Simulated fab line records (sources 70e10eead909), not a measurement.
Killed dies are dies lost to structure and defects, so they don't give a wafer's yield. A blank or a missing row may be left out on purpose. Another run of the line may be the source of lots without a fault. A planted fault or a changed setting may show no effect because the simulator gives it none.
Chamber matching || flow nand_harc || NHARC_A_SGD_CUT_DESCUM_14 on rie_diel-12 has 4 sister chambers
The step chemistry O2, time 3 s. 14 wafers are shown with their chamber, then 7 later ones without.

## WAFERS WITH THEIR CHAMBER
{"wafer": "L074.4", "chamber": 1, "showerhead_plenum_p_Torr (Torr)": 2.05, "drypump_motor_current_A (A)": 5.3, "throttle_valve_pct (%)": 11.290}
{"wafer": "L074.5", "chamber": 3, "showerhead_plenum_p_Torr (Torr)": 1.81, "drypump_motor_current_A (A)": 6.0, "throttle_valve_pct (%)": 11.300}
{"wafer": "L074.6", "chamber": 2, "showerhead_plenum_p_Torr (Torr)": 1.97, "drypump_motor_current_A (A)": 6.0, "throttle_valve_pct (%)": 11.313}
{"wafer": "L079.1", "chamber": 1, "showerhead_plenum_p_Torr (Torr)": 2.05, "drypump_motor_current_A (A)": 5.3, "throttle_valve_pct (%)": 11.314}
{"wafer": "L079.3", "chamber": 0, "showerhead_plenum_p_Torr (Torr)": 1.79, "drypump_motor_current_A (A)": 5.6, "throttle_valve_pct (%)": 11.295}
{"wafer": "L079.5", "chamber": 0, "showerhead_plenum_p_Torr (Torr)": 1.79, "drypump_motor_current_A (A)": 5.6, "throttle_valve_pct (%)": 11.307}
{"wafer": "L083.1", "chamber": 1, "showerhead_plenum_p_Torr (Torr)": 2.05, "drypump_motor_current_A (A)": 5.2, "throttle_valve_pct (%)": 11.304}
{"wafer": "L083.2", "chamber": 2, "showerhead_plenum_p_Torr (Torr)": 1.97, "drypump_motor_current_A (A)": 6.0, "throttle_valve_pct (%)": 11.309}
{"wafer": "L083.4", "chamber": 0, "showerhead_plenum_p_Torr (Torr)": 1.79, "drypump_motor_current_A (A)": 5.7, "throttle_valve_pct (%)": 11.315}
{"wafer": "L087.1", "chamber": 3, "showerhead_plenum_p_Torr (Torr)": 1.81, "drypump_motor_current_A (A)": 6.0, "throttle_valve_pct (%)": 11.300}
{"wafer": "L087.5", "chamber": 1, "showerhead_plenum_p_Torr (Torr)": 2.04, "drypump_motor_current_A (A)": 5.2, "throttle_valve_pct (%)": 11.305}
{"wafer": "L087.6", "chamber": 2, "showerhead_plenum_p_Torr (Torr)": 1.97, "drypump_motor_current_A (A)": 6.0, "throttle_valve_pct (%)": 11.307}
{"wafer": "L093.2", "chamber": 3, "showerhead_plenum_p_Torr (Torr)": 1.81, "drypump_motor_current_A (A)": 6.0, "throttle_valve_pct (%)": 11.307}
{"wafer": "L093.5", "chamber": 2, "showerhead_plenum_p_Torr (Torr)": 1.97, "drypump_motor_current_A (A)": 6.0, "throttle_valve_pct (%)": 11.315}

SIGNATURES, as means of the wafers listed above
{"reading": "showerhead_plenum_p_Torr", "chamber 0": 1.7900, "chamber 1": 2.0475, "chamber 2": 1.9700, "chamber 3": 1.8100, "scatter within a chamber": 0.00274}
{"reading": "drypump_motor_current_A", "chamber 0": 5.633, "chamber 1": 5.250, "chamber 2": 6.000, "chamber 3": 6.000, "scatter within a chamber": 0.0408}
{"reading": "throttle_valve_pct", "chamber 0": 11.30567, "chamber 1": 11.30325, "chamber 2": 11.31100, "chamber 3": 11.30233, "scatter within a chamber": 0.00755}
Rule: for each reading, subtract the chamber's mean from the wafer's reading, divide by that reading's scatter and square the result; add these up over the readings and take the root, which gives the wafer's distance from the chamber. The wafer belongs to the nearest chamber; if the next one is less than 2 further off, it can't be placed. The scatter: the root of (the sum of the squares of (reading less its chamber's mean) over the shown wafers, divided by (wafers less chambers)).

## WAFERS MISSING THEIR CHAMBER
{"wafer": "L093.6", "showerhead_plenum_p_Torr (Torr)": 2.04, "drypump_motor_current_A (A)": 5.2, "throttle_valve_pct (%)": 11.314}
{"wafer": "L095.1", "showerhead_plenum_p_Torr (Torr)": 2.04, "drypump_motor_current_A (A)": 5.2, "throttle_valve_pct (%)": 11.293}
{"wafer": "L095.3", "showerhead_plenum_p_Torr (Torr)": 1.79, "drypump_motor_current_A (A)": 5.7, "throttle_valve_pct (%)": 11.298}
{"wafer": "L095.6", "showerhead_plenum_p_Torr (Torr)": 1.97, "drypump_motor_current_A (A)": 6.0, "throttle_valve_pct (%)": 11.316}
{"wafer": "L097.1", "showerhead_plenum_p_Torr (Torr)": 1.81, "drypump_motor_current_A (A)": 6.0, "throttle_valve_pct (%)": 11.299}
{"wafer": "L097.2", "showerhead_plenum_p_Torr (Torr)": 2.04, "drypump_motor_current_A (A)": 5.3, "throttle_valve_pct (%)": 11.316}
{"wafer": "L097.3", "showerhead_plenum_p_Torr (Torr)": 1.79, "drypump_motor_current_A (A)": 5.7, "throttle_valve_pct (%)": 11.307}

## CHAMBER TAKEN BY EACH
{"wafer": "L093.6", "from the rows above": 1, "in truth": 1}
{"wafer": "L095.1", "from the rows above": 1, "in truth": 1}
{"wafer": "L095.3", "from the rows above": 0, "in truth": 0}
{"wafer": "L095.6", "from the rows above": 2, "in truth": 2}
{"wafer": "L097.1", "from the rows above": 3, "in truth": 3}
{"wafer": "L097.2", "from the rows above": 1, "in truth": 1}
{"wafer": "L097.3", "from the rows above": 0, "in truth": 0}
Correct placement for 7 of the 7. From these rows, 0 cannot be placed. Number placed wrongly: 0.
